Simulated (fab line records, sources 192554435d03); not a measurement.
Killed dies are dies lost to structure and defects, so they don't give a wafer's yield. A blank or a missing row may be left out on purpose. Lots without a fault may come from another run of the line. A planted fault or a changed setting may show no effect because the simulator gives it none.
Which tool did it? | flow n5_finfet | 9 lots, 24 wafers sampled, at 7 steps of a route of 1938

WHAT THE GAUGES READ, wafer by wafer
N5_DUMMY_GATE_CD_MEAS_50: target cd 14 nm. Usual: cd_nm 13.8 nm, standard deviation 0.46.
lot  | measured    | on        | cd_nm (nm)     | flag
L785 | day 3 05:38 | cd_sem-02 | 14.1 13.3 14.7 |
L787 | day 3 18:51 | cd_sem-01 | 14.8 14.2 14.3 |
L793 | day 5 08:11 | cd_sem-02 | - - -          | OFF
L794 | day 5 15:05 | cd_sem-03 | - - -          | OFF
L796 | day 6 07:59 | cd_sem-03 | 12.9 12.9      |
L798 | day 6 15:04 | cd_sem-03 | 13.5 13.6 13.3 |
L799 | day 6 19:49 | cd_sem-03 | 13.7 13.6      |
L801 | day 7 06:16 | cd_sem-03 | 14.1 13.3 13.2 |
L807 | day 8 17:42 | cd_sem-02 | 14.4 12.7      |

N5_BEOL_M4_RC_MEAS_101. Usual: DIBL_N 36.9 mV/V, standard deviation 2.1; DIBL_P 37.1 mV/V, standard deviation 2.5; IOFF_N 0.17 nA/um, standard deviation 0.039; IOFF_P 0.23 nA/um, standard deviation 0.043; ION_N 673 uA/um, standard deviation 15; ION_P 462 uA/um, standard deviation 9.1; SS_N 71.8 mV/dec, standard deviation 0.69; SS_P 73.6 mV/dec, standard deviation 0.74; VT_N 250 mV, standard deviation 3.6; VT_P -249.7 mV, standard deviation 2.9.
lot  | measured     | on        | DIBL_N (mV/V)  | DIBL_P (mV/V)  | IOFF_N (nA/um) | IOFF_P (nA/um) | ION_N (uA/um) | ION_P (uA/um) | SS_N (mV/dec)  | SS_P (mV/dec)  | VT_N (mV)   | VT_P (mV)            | flag
L785 | day 8 09:50  | prober-02 | 35.1 36.0 34.3 | 37.0 36.9 35.4 | 0.16 0.15 0.14 | 0.24 0.23 0.20 | 691 666 674   | 474 459 464   | 71.2 71.7 71.2 | 74.0 73.6 73.3 | 251 253 249 | -247.6 -248.0 -248.0 |
L787 | day 8 12:47  | prober-01 | 33.5 35.6 35.8 | 33.0 35.0 35.6 | 0.12 0.15 0.14 | 0.17 0.19 0.19 | 677 665 667   | 465 453 452   | 70.8 71.1 70.7 | 72.1 72.9 73.2 | 254 249 251 | -252.8 -252.3 -250.6 |
L796 | day 11 02:46 | prober-02 | 37.6 35.9      | 40.2 36.7      | 0.22 0.16      | 0.29 0.21      | 682 663       | 468 455       | 72.4 72.2      | 73.5 73.3      | 249 254     | -247.1 -252.4        |
L798 | day 11 17:58 | prober-01 | 38.0 36.4 38.3 | 37.7 35.8 39.0 | 0.16 0.13 0.18 | 0.23 0.19 0.26 | 663 664 683   | 456 461 469   | 71.7 70.7 71.3 | 73.1 73.1 74.0 | 253 257 250 | -248.8 -252.7 -245.5 |
L799 | day 11 19:59 | prober-02 | 39.5 37.3      | 38.7 38.4      | 0.20 0.16      | 0.21 0.21      | 673 678       | 460 463       | 72.6 71.5      | 74.1 73.8      | 250 250     | -253.2 -253.3        |
L801 | day 12 03:23 | prober-01 | 39.1 35.9 40.5 | 39.0 36.4 42.4 | 0.23 0.16 0.25 | 0.26 0.21 0.31 | 689 673 701   | 473 457 476   | 72.1 71.3 72.7 | 73.4 73.0 74.5 | 244 250 246 | -245.7 -250.8 -247.9 |
L807 | day 13 14:38 | prober-01 | 34.0 39.7      | 35.0 42.6      | 0.15 0.27      | 0.20 0.35      | 686 712       | 473 485       | 71.6 73.2      | 73.2 75.6      | 247 242     | -249.2 -245.4        |

WHICH TOOL RAN EACH LOT (tool, then ch and the chambers of the sampled wafers, then the start)
lot  | N5_STI_FIN_REVEAL_ETCH_34       | N5_STI_FIN_REVEAL_OXIDATION_31      | N5_DUMMY_GATE_ETCH_29             | N5_DUMMY_GATE_ETCH_36             | N5_DUMMY_GATE_STRIP_41
L785 | rie_si-01 ch 1,2, day 2 17:45   | plasma_asher-01 ch 0,1, day 2 17:49 | rie_diel-02 ch 1,2,3, day 3 05:20 | rie_diel-02 ch 1,2,3, day 3 05:22 | rie_diel-02 ch 2,3, day 3 05:44
L787 | rie_si-05 ch 0,2,3, day 3 08:39 | plasma_asher-01 ch 0,1, day 3 08:43 | rie_diel-04 ch 0,3, day 3 18:32   | rie_diel-04 ch 0,3, day 3 18:35   | rie_diel-04 ch 0,2,3, day 3 18:57
L793 | rie_si-05 ch 1,2,3, day 4 19:20 | plasma_asher-02 ch 0,1, day 4 19:35 | rie_diel-01 ch 1,2,3, day 5 07:53 | rie_diel-01 ch 1,2,3, day 5 07:55 | rie_diel-01 ch 0,2,3, day 5 08:17
L794 | rie_si-05 ch 0,1,2, day 5 01:23 | plasma_asher-02 ch 0,1, day 5 01:34 | rie_diel-04 ch 0,1,3, day 5 14:37 | rie_diel-04 ch 0,1,3, day 5 14:40 | rie_diel-02 ch 0,1,3, day 5 15:11
L796 | rie_si-05 ch 0,1, day 5 21:22   | plasma_asher-01 ch 1, day 5 21:26   | rie_diel-04 ch 3, day 6 07:32     | rie_diel-04 ch 3, day 6 07:34     | rie_diel-02 ch 1,2, day 6 08:04
L798 | rie_si-01 ch 1,2, day 6 03:47   | plasma_asher-01 ch 0,1, day 6 03:52 | rie_diel-01 ch 1,2,3, day 6 14:44 | rie_diel-01 ch 1,2,3, day 6 14:47 | rie_diel-04 ch 1,2,3, day 6 15:14
L799 | rie_si-05 ch 0,3, day 6 07:52   | plasma_asher-02 ch 0, day 6 07:56   | rie_diel-01 ch 1,2, day 6 19:21   | rie_diel-01 ch 1,2, day 6 19:23   | rie_diel-01 ch 0,2, day 6 19:56
L801 | rie_si-03 ch 0,1, day 6 20:08   | plasma_asher-02 ch 0,1, day 6 20:12 | rie_diel-04 ch 0,2,3, day 7 05:55 | rie_diel-04 ch 0,2,3, day 7 05:57 | rie_diel-04 ch 0,1,3, day 7 06:22
L807 | rie_si-03 ch 1, day 8 07:38     | plasma_asher-01 ch 1, day 8 07:43   | rie_diel-01 ch 1,2, day 8 17:15   | rie_diel-01 ch 1,2, day 8 17:17   | rie_diel-02 ch 1,2, day 8 17:48
- N5_STI_FIN_REVEAL_ETCH_34: etches Si in H2, material Si, target depth 0.97 nm.
- N5_STI_FIN_REVEAL_OXIDATION_31: chemistry O2 PLASMA REMOTE, time 20 s.
- N5_DUMMY_GATE_ETCH_29: etches underlayer in N2/H2, target depth 13 nm.
- N5_DUMMY_GATE_ETCH_36: etches SiARC in CF4, target depth 13 nm.
- N5_DUMMY_GATE_STRIP_41: strips in O2.

WHAT THE TOOLS THEMSELVES READ (means of the sampled wafers that have a number; where no wafer has one, the mark that the record gives instead)
N5_STI_FIN_REVEAL_ETCH_34. Usual: chamber_pressure_mTorr 4.500 mTorr, standard deviation 0.004; drypump_motor_current_A 5.7 A, standard deviation 0.47; he_backside_leak_sccm 2.8 sccm, standard deviation 0.43; oes_product_au 1.004 a.u., standard deviation 0.012; throttle_valve_pct 25.7 %, standard deviation 0.42.
lot  | tool      | chamber_pressure_mTorr (mTorr) | drypump_motor_current_A (A) | he_backside_leak_sccm (sccm) | oes_product_au (a.u.) | throttle_valve_pct (%) | flag
L785 | rie_si-01 | 4.499                          | 5.5                         | 2.5                          | 1.004                 | 25.6                   |
L787 | rie_si-05 | 4.501                          | 5.6                         | 2.5                          | 0.987                 | 25.9                   |
L793 | rie_si-05 | 4.497                          | 5.6                         | 2.8                          | 0.997                 | 26.1                   |
L794 | rie_si-05 | 4.496                          | 6.1                         | 2.9                          | 1.004                 | 25.7                   |
L796 | rie_si-05 | 4.500                          | 6.3                         | 2.9                          | 1.017                 | 25.6                   |
L798 | rie_si-01 | 4.498                          | 5.4                         | 2.7                          | 1.003                 | 25.4                   |
L799 | rie_si-05 | 4.502                          | 5.6                         | 2.3                          | 0.994                 | 25.9                   |
L801 | rie_si-03 | 4.500                          | 6.1                         | 3.2                          | 0.995                 | 25.9                   |
L807 | rie_si-03 | 4.498                          | 6.6                         | 3.5                          | 0.991                 | 25.9                   |

N5_STI_FIN_REVEAL_OXIDATION_31. Usual: drypump_motor_current_A 5.6 A, standard deviation 0.44; heater_power_w 146 W, standard deviation 12.
lot  | tool            | drypump_motor_current_A (A) | heater_power_w (W) | flag
L785 | plasma_asher-01 | 5.8                         | 151                |
L787 | plasma_asher-01 | 5.9                         | 142                |
L793 | plasma_asher-02 | 5.3                         | 148                |
L794 | plasma_asher-02 | 5.1                         | 145                |
L796 | plasma_asher-01 | 5.7                         | 156                |
L798 | plasma_asher-01 | 5.8                         | 150                |
L799 | plasma_asher-02 | 4.9                         | 143                |
L801 | plasma_asher-02 | 5.3                         | 149                |
L807 | plasma_asher-01 | 5.6                         | 162                |

N5_DUMMY_GATE_ETCH_29. Usual: bias_w 150.0 W, standard deviation 0.41; chamber_pressure_mTorr 29.997 mTorr, standard deviation 0.025; drypump_motor_current_A 6.0 A, standard deviation 0.52; oes_product_au 0.79 a.u., standard deviation 0.085; rf_vpp_V 523.6 V, standard deviation 2.5; showerhead_plenum_p_Torr 2.54 Torr, standard deviation 0.087; throttle_valve_pct 17.81 %, standard deviation 0.27.
lot  | tool        | bias_w (W) | chamber_pressure_mTorr (mTorr) | drypump_motor_current_A (A) | oes_product_au (a.u.) | rf_vpp_V (V) | showerhead_plenum_p_Torr (Torr) | throttle_valve_pct (%) | flag
L785 | rie_diel-02 | 149.7      | 30.007                         | 5.9                         | 0.74                  | 523.5        | 2.49                            | 17.93                  |
L787 | rie_diel-04 | 149.8      | 30.017                         | 6.5                         | 0.81                  | 523.4        | 2.52                            | 17.73                  |
L793 | rie_diel-01 | -          | -                              | -                           | -                     | -            | -                               | -                      | OFF
L794 | rie_diel-04 | -          | -                              | -                           | -                     | -            | -                               | -                      | OFF
L796 | rie_diel-04 | 150.1      | 29.965                         | 6.7                         | 0.82                  | 521.3        | 2.44                            | 17.57                  |
L798 | rie_diel-01 | 149.9      | 29.997                         | 6.5                         | 0.81                  | 524.0        | 2.52                            | 17.63                  |
L799 | rie_diel-01 | 150.1      | 29.979                         | 6.6                         | 0.84                  | 523.8        | 2.53                            | 17.77                  |
L801 | rie_diel-04 | 150.2      | 30.003                         | 6.2                         | 0.76                  | 522.6        | 2.51                            | 17.81                  |
L807 | rie_diel-01 | 149.9      | 29.990                         | 6.6                         | 0.82                  | 522.7        | 2.52                            | 17.77                  |

N5_DUMMY_GATE_ETCH_36. Usual: bias_w 35.99 W, standard deviation 0.11; cf4_flow_sccm 100.0 sccm, standard deviation 0.31; drypump_motor_current_A 6.0 A, standard deviation 0.52; oes_product_au 0.79 a.u., standard deviation 0.086; rf_vpp_V 184.0 V, standard deviation 1.2; showerhead_plenum_p_Torr 2.14 Torr, standard deviation 0.065; throttle_valve_pct 15.54 %, standard deviation 0.23.
lot  | tool        | bias_w (W) | cf4_flow_sccm (sccm) | drypump_motor_current_A (A) | oes_product_au (a.u.) | rf_vpp_V (V) | showerhead_plenum_p_Torr (Torr) | throttle_valve_pct (%) | flag
L785 | rie_diel-02 | 36.01      | 99.6                 | 5.9                         | 0.73                  | 184.0        | 2.11                            | 15.75                  |
L787 | rie_diel-04 | 35.95      | 100.3                | 6.5                         | 0.81                  | 183.5        | 2.14                            | 15.46                  |
L793 | rie_diel-01 | 35.99      | 100.1                | 6.5                         | 0.31                  | 184.6        | 2.13                            | 15.36                  | OFF
L794 | rie_diel-04 | 35.99      | 100.0                | 5.9                         | 0.31                  | 184.2        | 2.16                            | 15.48                  | OFF
L796 | rie_diel-04 | 36.05      | 100.0                | 6.7                         | 0.82                  | 183.1        | 2.08                            | 15.41                  |
L798 | rie_diel-01 | 35.98      | 100.0                | 6.5                         | 0.80                  | 184.5        | 2.13                            | 15.38                  |
L799 | rie_diel-01 | 35.99      | 99.6                 | 6.6                         | 0.84                  | 183.1        | 2.13                            | 15.43                  |
L801 | rie_diel-04 | 35.94      | 99.8                 | 6.1                         | 0.75                  | 184.2        | 2.12                            | 15.54                  |
L807 | rie_diel-01 | 36.05      | 99.8                 | 6.6                         | 0.82                  | 183.2        | 2.12                            | 15.46                  |

N5_DUMMY_GATE_STRIP_41. Usual: drypump_motor_current_A 6.0 A, standard deviation 0.54; oes_product_au 0.80 a.u., standard deviation 0.085; rf_vpp_V 3.7 V, standard deviation 0.45; showerhead_plenum_p_Torr 2.10 Torr, standard deviation 0.063; throttle_valve_pct 16.59 %, standard deviation 0.25.
lot  | tool        | drypump_motor_current_A (A) | oes_product_au (a.u.) | rf_vpp_V (V) | showerhead_plenum_p_Torr (Torr) | throttle_valve_pct (%) | flag
L785 | rie_diel-02 | 6.1                         | 0.71                  | 4.1          | 2.07                            | 16.95                  |
L787 | rie_diel-04 | 6.2                         | 0.79                  | 3.4          | 2.08                            | 16.55                  |
L793 | rie_diel-01 | 6.0                         | 0.83                  | 3.8          | 2.07                            | 16.34                  |
L794 | rie_diel-02 | 5.7                         | 0.72                  | 3.6          | 2.11                            | 16.82                  |
L796 | rie_diel-02 | 5.8                         | 0.88                  | 3.9          | 2.16                            | 16.41                  |
L798 | rie_diel-04 | 5.8                         | 0.83                  | 3.6          | 2.08                            | 16.59                  |
L799 | rie_diel-01 | 5.9                         | 0.87                  | 3.3          | 2.04                            | 16.31                  |
L801 | rie_diel-04 | 5.9                         | 0.81                  | 3.6          | 2.12                            | 16.64                  |
L807 | rie_diel-02 | 5.8                         | 0.82                  | 3.5          | 2.15                            | 16.45                  |

THE ANSWER, worked out from the rows above alone
Rule: a lot is off if the mean of its wafers that have a number lies more than 3 standard deviations from the usual mean. A lot without any number at a reading at which 4 lots or more have one is off too. The other lots that the step has rows for count as sound. The gauges are gone through in route order, then the tools' own readings, and for those a lot's mean is taken as printed above. The first step at which some lot is off is used, and at that step the reading that is off furthest; a lot without a number counts as furthest.
Off: L793, L794, at N5_DUMMY_GATE_CD_MEAS_50 (cd_nm). Without a number there: L793, L794.
A tool fits if, at a process step before that reading, it ran every lot that is off, and no sound lot after the first of them. The gauges at N5_DUMMY_GATE_CD_MEAS_50 aren't tried: what is off there is off at N5_DUMMY_GATE_ETCH_29 too, on other tools, and a gauge's error can't cause that. None of those tried fits.

WHAT THE SIMULATOR HAD PUT IN
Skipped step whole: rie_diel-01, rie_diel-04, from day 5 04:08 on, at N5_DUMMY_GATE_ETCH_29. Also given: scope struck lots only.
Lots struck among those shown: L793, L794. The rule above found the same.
